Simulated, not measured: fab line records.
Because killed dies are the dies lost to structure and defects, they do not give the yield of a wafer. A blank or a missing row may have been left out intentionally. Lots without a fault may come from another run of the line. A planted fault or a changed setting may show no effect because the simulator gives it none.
Which tool did it? | flow n5-finfet | 10 lots with 30 wafers sampled at 5 steps, on a route of 1938 steps

WHAT THE GAUGES SHOWED, per wafer
N5_BEOL_M4_RC_MEAS_101. Usual: DIBL_N 36.5 mV/V, standard deviation 1.9; DIBL_P 36.7 mV/V, standard deviation 2.1; IOFF_N 0.17 nA/um, standard deviation 0.035; IOFF_P 0.22 nA/um, standard deviation 0.042; ION_N 676 uA/um, standard deviation 10; ION_P 462 uA/um, standard deviation 8.1; SS_N 71.5 mV/dec, standard deviation 0.72; SS_P 73.4 mV/dec, standard deviation 0.7; VT_N 249 mV, standard deviation 3.1; VT_P -250 mV, standard deviation 3.9.
lot  | measured     | on        | DIBL_N (mV/V)  | DIBL_P (mV/V)  | IOFF_N (nA/um) | IOFF_P (nA/um) | ION_N (uA/um) | ION_P (uA/um) | SS_N (mV/dec)  | SS_P (mV/dec)  | VT_N (mV)   | VT_P (mV)      | flag
L351 | day 8 10:17  | prober-01 | 36.3 37.0 40.5 | 35.7 36.7 41.0 | 0.14 0.15 0.23 | 0.21 0.22 0.31 | 661 686 699   | 463 474 475   | 71.8 72.2 72.5 | 73.8 73.3 74.9 | 254 251 247 | -250 -247 -246 |
L350 | day 8 13:00  | prober-01 | 35.3 35.1 35.1 | 36.5 36.3 36.6 | 0.14 0.14 0.15 | 0.18 0.17 0.18 | 674 673 679   | 456 456 458   | 71.3 72.2 71.7 | 74.1 72.9 73.7 | 251 249 249 | -257 -256 -257 |
L354 | day 10 04:58 | prober-01 | 36.9 40.6 38.2 | 36.0 39.9 36.8 | 0.17 0.23 0.19 | 0.23 0.30 0.25 | 683 687 678   | 469 467 463   | 70.4 72.6 71.1 | 73.1 74.6 74.0 | 246 245 246 | -247 -242 -246 |
L361 | day 11 15:23 | prober-01 | 37.7 36.5 37.2 | 38.6 38.0 38.5 | 0.19 0.17 0.18 | 0.21 0.19 0.20 | 680 675 683   | 453 456 458   | 72.7 71.8 72.0 | 73.8 73.5 73.6 | 245 249 250 | -252 -254 -252 |
L363 | day 11 23:55 | prober-01 | 34.3 35.2 35.1 | 33.9 35.4 36.1 | 0.13 0.15 0.15 | 0.16 0.18 0.18 | 660 676 672   | 451 456 458   | 70.9 70.2 71.1 | 72.6 73.0 73.4 | 253 250 251 | -254 -254 -254 |
L365 | day 12 15:43 | prober-02 | 37.5 37.1 35.9 | 37.4 37.9 35.3 | 0.20 0.20 0.16 | 0.29 0.31 0.25 | 689 698 681   | 478 489 477   | 72.3 71.0 70.9 | 73.8 74.6 74.0 | 245 245 250 | -241 -242 -244 |
L367 | day 13 10:12 | prober-01 | 34.7 34.3 37.2 | 37.2 35.7 39.5 | 0.13 0.13 0.18 | 0.22 0.21 0.26 | 663 666 687   | 463 461 471   | 71.5 70.9 72.2 | 73.4 73.4 73.7 | 254 254 249 | -249 -249 -247 |
L368 | day 14 08:50 | prober-01 | 34.6 37.0 34.2 | 35.7 39.9 35.9 | 0.15 0.18 0.14 | 0.19 0.25 0.18 | 670 675 670   | 457 459 455   | 71.2 71.9 71.0 | 73.1 74.6 73.3 | 249 247 249 | -254 -252 -256 |
L370 | day 14 12:44 | prober-02 | 36.1 35.7 38.8 | 34.6 35.6 38.9 | 0.13 0.14 0.19 | 0.18 0.19 0.25 | 657 662 676   | 454 455 463   | 71.0 71.3 71.8 | 72.7 73.0 73.1 | 252 252 246 | -253 -253 -247 |
L371 | day 15 12:26 | prober-01 | 35.8 37.7 35.5 | 36.4 38.7 36.3 | 0.18 0.19 0.16 | 0.24 0.26 0.23 | 683 674 682   | 470 460 472   | 71.4 72.8 71.3 | 73.4 73.5 73.2 | 247 246 249 | -247 -248 -247 |

N5_BEOL_M12_OVL_MEAS_11. Usual: V11_OVL 1 nm, standard deviation 5.4.
lot  | measured     | on         | V11_OVL (nm) | flag
L351 | day 11 12:08 | overlay-02 | 6 3 1        |
L350 | day 11 12:07 | overlay-01 | -1 -10 -6    |
L354 | day 13 01:23 | overlay-01 | -5 -2 -3     |
L361 | day 14 14:49 | overlay-02 | 37 39 37     | OFF
L363 | day 14 18:40 | overlay-02 | 44 32 32     | OFF
L365 | day 15 09:17 | overlay-01 | 29 40 33     | OFF
L367 | day 16 08:38 | overlay-02 | 3 -9 1       |
L368 | day 17 01:03 | overlay-02 | 4 3 4        |
L370 | day 17 06:08 | overlay-02 | 10 2 11      |
L371 | day 17 21:28 | overlay-02 | -7 3 -4      |

EACH LOT AND THE TOOL THAT RAN IT (in order: tool; ch and the chambers of the sampled wafers; start)
lot  | N5_BEOL_M11_DEGAS_44         | N5_BEOL_M11_SPUTTER_48       | N5_BEOL_M12_EXPOSE_07
L351 | pvd-sputter-03, day 11 08:16 | pvd-sputter-03, day 11 10:28 | krf-scanner-02 ch 0, day 11 11:56
L350 | pvd-sputter-01, day 11 08:07 | pvd-sputter-03, day 11 10:23 | krf-scanner-02 ch 0, day 11 11:55
L354 | pvd-sputter-03, day 12 23:08 | pvd-sputter-02, day 12 23:43 | krf-scanner-02 ch 0, day 13 01:11
L361 | pvd-sputter-02, day 14 12:30 | pvd-sputter-03, day 14 13:20 | krf-scanner-02 ch 0, day 14 14:37
L363 | pvd-sputter-02, day 14 16:16 | pvd-sputter-03, day 14 17:02 | krf-scanner-02 ch 0, day 14 18:28
L365 | pvd-sputter-02, day 15 06:45 | pvd-sputter-03, day 15 07:41 | krf-scanner-02 ch 0, day 15 09:05
L367 | pvd-sputter-03, day 16 05:40 | pvd-sputter-02, day 16 06:23 | krf-scanner-01 ch 0, day 16 08:26
L368 | pvd-sputter-03, day 16 22:40 | pvd-sputter-03, day 16 23:17 | krf-scanner-01 ch 0, day 17 00:52
L370 | pvd-sputter-01, day 17 03:39 | pvd-sputter-03, day 17 04:40 | krf-scanner-01 ch 0, day 17 05:56
L371 | pvd-sputter-01, day 17 18:58 | pvd-sputter-01, day 17 19:44 | krf-scanner-01 ch 0, day 17 21:16
- N5_BEOL_M11_DEGAS_44: time 60 s.
- N5_BEOL_M11_SPUTTER_48: material Cu, target thk 12 nm, time 2 s.
- N5_BEOL_M12_EXPOSE_07: exposes mask V11.

WHAT THE TOOLS THEMSELVES READ (means of the sampled wafers that have a number; where no wafer has one, the mark that the record gives instead)
N5_BEOL_M11_DEGAS_44. Usual: 329 W for heater-power-w, sd 34.
lot  | tool           | heater-power-w (W) | flag
L351 | pvd-sputter-03 | 303                |
L350 | pvd-sputter-01 | 342                |
L354 | pvd-sputter-03 | 301                |
L361 | pvd-sputter-02 | 322                |
L363 | pvd-sputter-02 | 321                |
L365 | pvd-sputter-02 | 371                |
L367 | pvd-sputter-03 | 310                |
L368 | pvd-sputter-03 | 311                |
L370 | pvd-sputter-01 | 358                |
L371 | pvd-sputter-01 | 357                |

N5_BEOL_M11_SPUTTER_48. Usual: 29.8 % for throttle-valve-pct, sd 1.1.
lot  | tool           | throttle-valve-pct (%) | flag
L351 | pvd-sputter-03 | 29.2                   |
L350 | pvd-sputter-03 | 29.9                   |
L354 | pvd-sputter-02 | 29.6                   |
L361 | pvd-sputter-03 | 29.2                   |
L363 | pvd-sputter-03 | 30.1                   |
L365 | pvd-sputter-03 | 29.4                   |
L367 | pvd-sputter-02 | 30.3                   |
L368 | pvd-sputter-03 | 29.8                   |
L370 | pvd-sputter-03 | 29.3                   |
L371 | pvd-sputter-01 | 30.0                   |

THE ANSWER, worked out from the rows above alone
Rule: a lot is off if the mean of its wafers that have a number lies more than 3 standard deviations from the usual mean. Also off: a lot with no number at a reading for which 4 or more lots have one. All remaining lots with rows at the step are treated as sound. The gauges are gone through in route order, then the tools' own readings, and for those a lot's mean is taken as printed above. The first step at which some lot is off is used, and at that step the reading that is off furthest; a lot without a number counts as furthest.
Off: at N5_BEOL_M12_OVL_MEAS_11 (V11_OVL), L361, L363, L365.
A tool fits if, at a process step before that reading, it ran every lot that is off, and no sound lot after the first of them. Those tools and the gauges at N5_BEOL_M12_OVL_MEAS_11 are tried in the same way. Can't be told from this: 2 tools fit, pvd-sputter-02 at N5_BEOL_M11_DEGAS_44, krf-scanner-02 at N5_BEOL_M12_EXPOSE_07.

WHAT WAS PUT IN BY THE SIMULATOR
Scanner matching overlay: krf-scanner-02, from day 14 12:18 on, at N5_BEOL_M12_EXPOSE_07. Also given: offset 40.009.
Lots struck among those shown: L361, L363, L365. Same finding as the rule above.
